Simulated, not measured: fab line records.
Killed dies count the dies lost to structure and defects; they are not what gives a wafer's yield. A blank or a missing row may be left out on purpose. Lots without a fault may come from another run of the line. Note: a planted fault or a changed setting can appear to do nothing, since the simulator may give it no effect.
Matching of chambers	flow n5-finfet	N5_BEOL_M7_STRIP_67 on rie-diel-04 has 4 sister chambers
The step strips in CF4. 4 wafers are shown with their chamber, then 9 later ones without.

WAFERS, EACH WITH ITS CHAMBER
wafer	chamber	throttle-valve-pct (%)
L080.6	3	13.86
L086.2	0	14.01
L086.3	2	13.43
L086.6	1	13.58

WAFERS WHOSE CHAMBER IS MISSING
wafer	throttle-valve-pct (%)
L087.1	13.44
L087.3	13.90
L087.6	13.60
L088.1	13.61
L088.4	13.44
L088.6	14.01
L093.1	14.03
L093.3	13.63
L093.4	13.64

EACH ONE'S CHAMBER
wafer	from the rows above	in truth
L087.1	2	2
L087.3	3	3
L087.6	1	1
L088.1	1	1
L088.4	2	2
L088.6	0	0
L093.1	0	0
L093.3	1	1
L093.4	1	1
9 of 9 placed correctly. Can't be placed from these rows: 0. Number placed wrongly: 0.
How it was worked out, from the rows above alone: a wafer's distance from a chamber is the root of the sum, over the readings, of the square of ((its reading less the chamber's mean) divided by the reading's scatter). If the next closest chamber is less than 2 further off than the closest, the wafer can't be placed; otherwise it belongs to the closest. The mean given for a chamber averages the wafers shown for that chamber. The scatter: root of mean squared gap, hidden wafer to nearest shown wafer, with one shown wafer a chamber.
